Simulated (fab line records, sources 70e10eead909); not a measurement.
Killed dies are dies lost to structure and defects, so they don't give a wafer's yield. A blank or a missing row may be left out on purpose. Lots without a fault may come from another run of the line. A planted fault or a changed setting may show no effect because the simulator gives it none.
A struck lot beside a sound one | flow nand_harc | 45 steps out of a route of 1302
Sound: wafers L132.1, L132.2, L132.5. Struck: wafers L135.4, L135.5, L135.6. The cause comes at the end.
At each step with rows: each side's tool, then ch and its chambers, then its first start. Under that, the readings that differ: sound wafers | struck wafers | difference of the means | sigmas: that difference in standard deviations of wafers without a fault.
alike: readings whose means differ by less than 2 such deviations, and words and numbers that are the same on both sides. not compared: withheld readings, readings that some wafer has no value for, bounds like >300 that may hide the same value, and numbers for which the record gives no deviation and whose values overlap.
The two part at a step that has a row with sigmas, a row that says differs or no value, or rows on one side only. Numbers that don't overlap but have no deviation are shown without sigmas and don't part them. A reading that every wafer of one side lacks parts them only if that side has two wafers or more.

first, 7 steps without rows for these wafers: NHARC_P_ZERO_WELL_COAT_64 (time 65 s); NHARC_P_ZERO_WELL_COAT_05 (resist thk 600 nm); NHARC_P_ZERO_WELL_SOFTBAKE_06 (time 70 s); NHARC_P_ZERO_WELL_EBR_07; NHARC_P_ZERO_WELL_EXPOSE_08 (exposes mask P ZERO, target cd 500 nm); NHARC_P_ZERO_WELL_PEB_09 (peb time 80 s); NHARC_P_ZERO_WELL_DEVELOP_10 (time 50 s).
NHARC_P_ZERO_WELL_CD_MEAS_11: target cd 500 nm.
  sound on cd_sem-03 ch 0, day 7 17:14; struck on cd_sem-03 ch 0, day 8 23:14
  alike: cd_nm
then, 1 step without rows for these wafers: NHARC_P_ZERO_WELL_HARDBAKE_12 (time 65 s).
NHARC_P_ZERO_WELL_DESCUM_13: chemistry O2, time 3 s.
  sound on rie_diel-05 ch 1,2, day 7 17:23; struck on rie_diel-05 ch 0,1,3, day 8 23:25
  alike: drypump_motor_current_A, oes_product_au, rf_vpp_V, showerhead_plenum_p_Torr, throttle_valve_pct
  not compared: rf_hours_counter_h
NHARC_P_ZERO_WELL_ETCH_65: etches the open film in N2/H2, target depth 80 nm, overetch 24 nm, time 87.88 s.
  sound on rie_diel-05 ch 0,2, day 7 17:29; struck on rie_diel-05 ch 1,2, day 8 23:29
  alike: drypump_motor_current_A, n2_flow_sccm, oes_product_au, rf_vpp_V, showerhead_plenum_p_Torr, throttle_valve_pct
  not compared: rf_hours_counter_h
NHARC_P_ZERO_WELL_ETCH_62: etches the open film in CHF3/Ar, target depth 13 nm, time 6.5 s.
  sound on rie_diel-05 ch 1,3; struck on rie_diel-05 ch 1,2
  alike: drypump_motor_current_A, oes_product_au, rf_vpp_V, showerhead_plenum_p_Torr, throttle_valve_pct
  not compared: rf_hours_counter_h
NHARC_P_ZERO_WELL_ETCH_63: etches the open film in HBr/Cl2, target depth 120 nm, time 40.1 s.
  sound on rie_si-06 ch 0,1,3, day 7 17:40; struck on rie_si-06 ch 0,1, day 8 23:40
  alike: drypump_motor_current_A, oes_product_au, throttle_valve_pct
  not compared: rf_hours_counter_h
then, 9 steps without rows for these wafers: NHARC_P_ZERO_WELL_STRIP_15 (strips in SPM, time 900 s); NHARC_P_ZERO_WELL_DEHYDRATE_16 (time 120 s); NHARC_P_ZERO_WELL_HMDS_17 (time 30 s); NHARC_P_ZERO_WELL_COAT_18; NHARC_P_ZERO_WELL_SOFTBAKE_19 (time 95 s); NHARC_P_ZERO_WELL_EBR_20; NHARC_P_ZERO_WELL_EXPOSE_21 (exposes mask P NWELL, target cd 720 nm); NHARC_P_ZERO_WELL_PEB_22 (peb time 85 s); NHARC_P_ZERO_WELL_DEVELOP_23 (time 70 s).
NHARC_P_ZERO_WELL_CD_MEAS_24: target cd 720 nm.
  sound on cd_sem-01 ch 0, day 7 18:35; struck on cd_sem-01 ch 0, day 9 00:35
  alike: cd_nm
then, 1 step without rows for these wafers: NHARC_P_ZERO_WELL_HARDBAKE_25 (time 80 s).
NHARC_P_ZERO_WELL_DESCUM_26: chemistry O2, time 3 s.
  sound on rie_diel-12 ch 0,1,2, day 7 18:50; struck on rie_diel-12 ch 0,1,2, day 9 00:46
  alike: drypump_motor_current_A, oes_product_au, rf_vpp_V, showerhead_plenum_p_Torr, throttle_valve_pct
  not compared: rf_hours_counter_h
then, 12 steps without rows for these wafers: NHARC_P_ZERO_WELL_IMPLANT_27; NHARC_P_ZERO_WELL_IMPLANT_57; NHARC_P_ZERO_WELL_IMPLANT_58; NHARC_P_ZERO_WELL_STRIP_28 (strips in SPM, time 840 s); NHARC_P_ZERO_WELL_DEHYDRATE_29 (time 120 s); NHARC_P_ZERO_WELL_HMDS_30 (time 30 s); NHARC_P_ZERO_WELL_COAT_31; NHARC_P_ZERO_WELL_SOFTBAKE_32 (time 95 s); NHARC_P_ZERO_WELL_EBR_33; NHARC_P_ZERO_WELL_EXPOSE_34 (exposes mask P PWELL, target cd 720 nm); NHARC_P_ZERO_WELL_PEB_35 (peb time 85 s); NHARC_P_ZERO_WELL_DEVELOP_36 (time 70 s).
NHARC_P_ZERO_WELL_CD_MEAS_37: target cd 720 nm.
  sound on cd_sem-03 ch 0, day 7 20:11; struck on cd_sem-03 ch 0, day 9 02:06
  alike: cd_nm
then, 1 step without rows for these wafers: NHARC_P_ZERO_WELL_HARDBAKE_38 (time 80 s).
NHARC_P_ZERO_WELL_DESCUM_39: chemistry O2, time 3 s.
  sound on rie_diel-04 ch 1,2, day 7 20:25; struck on rie_diel-12 ch 2,3, day 9 02:16
  reading               | sound             | struck            | difference | sigmas
  oes_product_au (a.u.) | 1.023 1.008 1.008 | 0.981 0.971 0.989 | -0.033     | -2
  alike: drypump_motor_current_A, rf_vpp_V, showerhead_plenum_p_Torr, throttle_valve_pct
  not compared: rf_hours_counter_h
then, 2 steps without rows for these wafers: NHARC_P_ZERO_WELL_IMPLANT_40; NHARC_P_ZERO_WELL_IMPLANT_59.
NHARC_P_ZERO_WELL_INSPECT_43:
  sound on defect_inspect-02, day 7 23:43; struck on defect_inspect-02, day 9 05:34
  reading          | sound   | struck      | difference | sigmas
  raw_defect_count | 9 11 11 | 946 922 899 | +912       | +99 or more
NHARC_P_STI_INSPECT_11:
  sound on defect_inspect-01, day 8 15:20; struck on defect_inspect-02, day 9 22:05
  reading          | sound | struck      | difference | sigmas
  raw_defect_count | 9 2 9 | 933 908 896 | +906       | +99 or more
-- the record jumps here: 21 days lie between the struck wafers' starts before and after (it left off in module P_STI and takes up again in module END, whose first step shown is number 1302 of the route) --
NHARC_END_SORT_01:
  the record has rows for the struck wafers here (prober-02 ch 0, day 31 00:49) and none for the sound ones

WHERE THEY PART
First at NHARC_P_ZERO_WELL_DESCUM_39; last, within this record, at NHARC_END_SORT_01.

WHY: what the simulator had put in
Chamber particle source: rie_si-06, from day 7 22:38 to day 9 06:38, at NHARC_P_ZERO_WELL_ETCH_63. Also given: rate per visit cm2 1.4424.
